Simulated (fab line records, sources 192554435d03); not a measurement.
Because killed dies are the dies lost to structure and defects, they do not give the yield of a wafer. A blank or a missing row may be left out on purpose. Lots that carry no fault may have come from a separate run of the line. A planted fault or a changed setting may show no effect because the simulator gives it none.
Struck lot and sound lot, side by side    flow n5 finfet    41 steps out of a route of 1938
Sound: wafers L815.2, L815.3, L815.6. Struck: wafers L830.2, L830.3, L830.4. The cause is given at the end.
Each step with rows lists, per side, the tool, then ch with its chambers, then its first start. Under that, the readings that differ: sound wafers    struck wafers    difference of the means    sigmas: that difference in standard deviations of wafers without a fault.
alike: same words and numbers on both sides, and readings whose means sit less than 2 such deviations apart. not compared: any withheld reading, any reading some wafer has no value for, any bound like >300 that may hide the same value, and any number with overlapping values for which the record gives no deviation.
The two part at a step that has a row with sigmas, a row that says differs or no value, or rows on one side only. Non-overlapping numbers with no deviation appear without sigmas and do not part them. Lack of a reading on every wafer of one side parts them only where that side has two or more wafers.

first, 2 steps without rows for these wafers: N5_HKMG_FIN_PEB_10 (peb time 60 s); N5_HKMG_FIN_DEVELOP_11 (develop time 30 s).
N5_HKMG_FIN_CD_MEAS_12: target cd 92.8 nm.
  sound on cd sem-02 ch 0, day 4 03:50; struck on cd sem-01 ch 0, day 7 23:22
  alike: cd nm
N5_HKMG_FIN_OVL_MEAS_13:
  sound on overlay-02 ch 0, day 4 03:52; struck on overlay-01 ch 0, day 7 23:23
  alike: NWFM_OVL
N5_HKMG_FIN_INSPECT_14: inspects for defects (macro).
  sound on defect inspect-01, day 4 03:53; struck on defect inspect-02, day 7 23:25
  alike: raw defect count
then, 5 steps without rows for these wafers: N5_HKMG_FIN_DESCUM_17 (chemistry O2, time 7.9 s); N5_HKMG_FIN_ETCH_31 (etches SiARC in CF4, target depth 45.5 nm, time 75.8 s); N5_HKMG_FIN_ETCH_32 (etches SOC in N2/H2, target depth 240 nm, time 300 s); N5_HKMG_FIN_STRIP_33 (strips in N2/H2); N5_HKMG_FIN_STRIP_34 (strips in CF4).
N5_HKMG_FIN_ETCH_35: etches SOC in N2/H2, target depth 215.8 nm, time 243.4 s.
  sound on rie diel-01 ch 2,3, day 4 04:16; struck on rie diel-06 ch 0,1,3, day 7 23:45
reading                          sound           struck          difference  sigmas
showerhead plenum p Torr (Torr)  2.47 2.47 2.47  2.61 2.70 2.68  +0.19       +2
  alike: drypump motor current A, oes product au, rf vpp V, throttle valve pct
  not compared: rf hours counter h
then, 1 step without rows for these wafers: N5_HKMG_FIN_STRIP_92 (strips SOC in N2/H2, time 20 s).
N5_HKMG_FIN_WET_ETCH_18: etches TiN in SC1, time 55 s, target depth 5.2 nm, rinse time 30 s.
  sound on wet bench-01 ch 0,3,4, day 4 04:29; struck on wet bench-01 ch 0,1,6, day 7 23:59
  alike: nh4oh flow mL min
N5_HKMG_FIN_STRIP_19: strips in N2/H2, time 360 s.
  sound on plasma asher-02 ch 0, day 4 04:34; struck on plasma asher-02 ch 0,1, day 8 00:02
  alike: drypump motor current A, heater power w
  not compared: rf hours counter h
then, 7 steps without rows for these wafers: N5_HKMG_FIN_ALD_91 (deposits TiN, target thk 1 nm, pulse time 1 s, purge time 3 s); N5_HKMG_FIN_COAT_85 (time 60 s, resist thk 300 nm); N5_HKMG_FIN_ETCH_86 (etches SOC in N2/H2, stops on TiN, target depth 393.2 nm); N5_HKMG_FIN_STRIP_89 (strips SOC in N2/H2, time 20 s); N5_HKMG_FIN_WET_ETCH_87 (etches TiN in SC1, time 154.2 s, target depth 4.7 nm, rinse time 30 s); N5_HKMG_FIN_STRIP_88 (strips in N2/H2, time 360 s); N5_HKMG_FIN_NWFM_ALD_20 (deposits TiAlC, target thk 2 nm, pulse time 3 s, purge time 2 s).
N5_HKMG_FIN_ALD_71: deposits TiN, target thk 1 nm, pulse time 1 s, purge time 3 s.
  sound on ald metal-02 ch 1,2, day 4 06:01; struck on ald metal-02 ch 0,1,2, day 8 01:34
  alike: heater power w, precursor pulse height rel
then, 8 steps without rows for these wafers: N5_HKMG_FIN_COAT_66 (time 60 s, resist thk 300 nm); N5_HKMG_FIN_ETCH_67 (etches SOC in N2/H2, stops on TiN, target depth 388.9 nm); N5_HKMG_FIN_STRIP_90 (strips SOC in N2/H2, time 20 s); N5_HKMG_FIN_WET_ETCH_73 (etches the open film in SC1, time 42.3 s, target depth 1.3 nm, rinse time 30 s); N5_HKMG_FIN_ETCHBACK_68 (etches the open film in Cl2/Ar, stops on HfO2, target depth 0.5 nm); N5_HKMG_FIN_STRIP_69 (strips in N2/H2, time 360 s); N5_HKMG_FIN_ALD_21 (deposits TiN, target thk 1.5 nm, pulse time 1 s, purge time 3 s); N5_HKMG_FIN_ALD_72 (deposits W, target thk 2 nm, pulse time 1 s, purge time 2 s).
N5_HKMG_FIN_W_FILL_22: material W, target thk 60 nm, time 18.2 s.
  sound on cvd w-01 ch 0,1, day 4 07:31; struck on cvd w-02 ch 0,1, day 8 03:05
reading             sound          struck       difference  sigmas
heater power w (W)  965 1121 1145  744 740 906  -280        -2
  alike: throttle valve pct
then, 2 steps without rows for these wafers: N5_HKMG_FIN_PRECLEAN_83 (cleans in DIW, time 57.5 s); N5_HKMG_FIN_SRD_84 (dry time 32 s).
N5_HKMG_FIN_CMP_23: polishes, stops on SiNx, t overpolish 10 s, target thk 46.326 nm.
  sound on cmp-04 ch 1,3, day 4 07:42; struck on cmp-04 ch 1,2,3, day 8 03:16
  alike: head pressure psi, motor current A, overpolish run s, time to endpoint s
then, 6 steps without rows for these wafers: N5_HKMG_FIN_CMP_94 (polishes, stops on SiNx, t overpolish 4.7 s, target thk 43.299 nm); N5_GATE_CUT_ETCHBACK_00 (etches W in SF6/Cl2); N5_GATE_CUT_ETCH_56 (etches TiN in Cl2/Ar, target depth 21.6 nm); N5_GATE_CUT_ETCHBACK_30 (etches TiN in Cl2/Ar, target depth 3 nm); N5_GATE_CUT_VAPOR_ETCH_60 (etches HfO2 in BCl3/Cl2); N5_GATE_CUT_ETCH_58 (etches SiNx in CH3F/O2, target depth 17 nm, time 128.6 s).
-- here the record skips 8 days between the struck wafers' starts before and after, leaving off in module GATE_CUT and picking up in module PASSIVATION (first step shown: number 1936 of the route) --
N5_PASSIVATION_PROBE_49:
  sound on prober-01, day 12 09:46; struck on prober-01, day 15 20:28
reading                   sound           struck          difference  sigmas
defect limited yield (%)  91.4 89.4 90.4  87.4 81.2 81.9  -6.9        -5
killed at front end       40 43 42        104 179 172     +110        +11
killed dies               101 125 113     149 222 214     +82         +5
sort_bin_5_function (%)   5.8 6.0 5.8     7.3 12.6 10.8   +4.4        +5
sort n pass               1079 1055 1067  1031 958 966    -82         -5
sort yield pct (%)        91.4 89.4 90.4  87.4 81.2 81.9  -6.9        -5
  alike: killed_at_M0_to_M3, killed_at_M4_up, killed at contacts, killed at other, killed open, killed short, sort_bin_6_memory

== WHERE THEY PART ==
Earliest at N5_HKMG_FIN_ETCH_35; latest, in this record, at N5_PASSIVATION_PROBE_49.

WHY: whatever the simulator had introduced
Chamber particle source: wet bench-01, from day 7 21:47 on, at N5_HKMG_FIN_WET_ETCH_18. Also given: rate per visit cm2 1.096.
